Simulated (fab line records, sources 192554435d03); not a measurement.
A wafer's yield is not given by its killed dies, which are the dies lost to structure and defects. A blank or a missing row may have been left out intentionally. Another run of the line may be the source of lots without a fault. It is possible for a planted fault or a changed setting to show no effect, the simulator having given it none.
Struck lot and sound lot, side by side	flow n5 finfet	38 out of 1938 route steps
Sound: the wafers L876.1, L876.4, L876.6. Struck: wafer L864.4. (L864.2, L864.5 of the same lot were not struck and are left out.) The cause comes at the end.
For every step that has rows: the tool of each side, followed by ch and its chambers, followed by its first start. Under that, the readings that differ: sound wafers	struck wafers	difference of the means	sigmas: that difference in standard deviations of wafers without a fault.
alike: a reading whose means differ by less than 2 such deviations, as well as words and numbers matching on both sides. not compared: withheld readings; readings where some wafer has no value; bounds like >300 that might hide an equal value; numbers whose values overlap and for which the record gives no deviation.
Wherever a step has rows on one side only, a row that says differs or no value, or a row with sigmas, the two part there. Numbers that have no deviation but don't overlap get no sigmas and don't part them. A reading that every wafer of one side lacks parts them only if that side has two wafers or more.

first, 11 steps without rows for these wafers: N5_BEOL_M12_ETCH_59 (etches BARC in N2/H2, target depth 89 nm, overetch 26.7 nm, time 67.9 s); N5_BEOL_M12_VIA_ETCH_16 (etches SiOC in C4F8/O2/Ar, target depth 724.8 nm); N5_BEOL_M12_STRIP_63 (strips in N2/H2); N5_BEOL_M12_STRIP_64 (strips in N2/H2); N5_BEOL_M12_STRIP_71 (strips in post etch residue remover, time 60 s); N5_BEOL_M12_SRD_72 (time 30 s, dry time 30 s); N5_BEOL_M12_COAT_65 (time 60 s, resist thk 300 nm); N5_BEOL_M12_COAT_66 (time 60 s, resist thk 110 nm); N5_BEOL_M12_COAT_22 (resist thk 300 nm); N5_BEOL_M12_EBR_24; N5_BEOL_M12_SOFTBAKE_23 (time 60 s).
N5_BEOL_M12_EXPOSE_25: exposes mask M12.
  sound on krf scanner-01 ch 0, day 15 07:34; struck on krf scanner-01 ch 0, day 11 04:34
  alike: mask
then, 3 steps without rows for these wafers: N5_BEOL_M12_PEB_26 (peb time 90 s); N5_BEOL_M12_DEVELOP_27 (develop time 45 s); N5_BEOL_M12_HARDBAKE_32 (time 120 s).
N5_BEOL_M12_CD_MEAS_28: target cd 160.2 nm.
  sound on cd sem-01 ch 0, day 15 07:44; struck on cd sem-02 ch 0, day 11 04:44
reading	sound	struck	difference	sigmas
cd nm (nm)	159.9 158.5 160.0	166.5	+7.0	+6
then, 20 steps without rows for these wafers: N5_BEOL_M12_DESCUM_33 (chemistry O2, time 7.9 s); N5_BEOL_M12_ETCH_67 (etches SiARC in CF4, target depth 143 nm, time 238.3 s); N5_BEOL_M12_ETCH_68 (etches SOC in N2/H2, time 285 s); N5_BEOL_M12_STRIP_69 (strips in N2/H2); N5_BEOL_M12_TRENCH_ETCH_34 (etches SiOC in C4F8/O2/Ar, target depth 318.95 nm, time 125.5 s); N5_BEOL_M12_STRIP_70 (strips in C4F8/O2/Ar); N5_BEOL_M12_STRIP_37 (strips in N2/H2); N5_BEOL_M12_ETCH_38 (etches SiCN in CF4/N2, target depth 68.7 nm, time 73.4 s); N5_BEOL_M12_PRECLEAN_39 (cleans in residue remover, time 60 s); N5_BEOL_M12_SRD_40 (time 30 s, dry time 30 s); N5_BEOL_M12_DEGAS_41 (time 60 s); N5_BEOL_M12_PRE_CLEAN_42 (time 30 s); N5_BEOL_M12_SPUTTER_43 (material TaN, target thk 15 nm, time 24.19 s); N5_BEOL_M12_SPUTTER_44 (material Ta, target thk 10 nm, time 16.13 s); N5_BEOL_M12_SPUTTER_45 (material Cu, target thk 80 nm, time 13.33 s); N5_BEOL_M12_ECD_47 (material Cu, target thk 720 nm); N5_BEOL_M12_ANNEAL_48 (time 90 s); N5_BEOL_M12_CMP_49 (polishes, stops on SiOC, t overpolish 20.6 s, target thk 320 nm); N5_BEOL_M12_PRE_CLEAN_52 (time 15 s); N5_BEOL_M12_DEP_53 (deposits SiCN from 3MS/NH3, target thk 30 nm, time 10.5 s).
N5_BEOL_M15_RC_MEAS_101:
  sound on prober-01 ch 0, day 16 06:38; struck on prober-01 ch 0, day 12 08:49
reading	sound	struck	difference	sigmas
SERP_M11 (ohm/um)	3.15 3.24 3.11	3.02	-0.15	-2
SERP_M12 (ohm/um)	0.652 0.654 0.636	0.587	-0.060	-5
SERP_M12_max_site (ohm/um)	0.672 0.661 0.641	0.597	-0.061	-4
SERP_M14 (ohm/um)	0.159 0.156 0.160	0.165	+0.007	+2
  alike: COMB_M10, COMB_M11, COMB_M12, COMB_M13, COMB_M14, COMB_M15, COMB_M15_max_site, COMB_M5, COMB_M6, COMB_M7, COMB_M8, COMB_M9, SERP_M10, SERP_M13, SERP_M5, SERP_M6, SERP_M6_max_site, SERP_M7, SERP_M8, SERP_M9
N5_PASSIVATION_PROBE_49:
  sound on prober-02, day 16 22:41; struck on prober-01, day 13 00:01
reading	sound	struck	difference	sigmas
defect limited yield (%)	92.0 93.4 93.6	89.7	-3.3	-2
killed_at_M4_up	13 9 6	21	+12	+2
killed dies	94 78 76	122	+39	+2
killed open	67 47 52	88	+33	+3
sort_bin_5_function (%)	5.1 3.6 4.4	6.4	+2.0	+2
sort n pass	1086 1102 1104	1058	-39	-2
sort yield pct (%)	92.0 93.4 93.6	89.7	-3.3	-2
  alike: killed_at_M0_to_M3, killed at contacts, killed at front end, killed at other, killed short, sort_bin_6_memory

== WHERE THEY PART ==
First at N5_BEOL_M12_CD_MEAS_28; last, within this record, at N5_PASSIVATION_PROBE_49.

WHY: what the simulator had put in
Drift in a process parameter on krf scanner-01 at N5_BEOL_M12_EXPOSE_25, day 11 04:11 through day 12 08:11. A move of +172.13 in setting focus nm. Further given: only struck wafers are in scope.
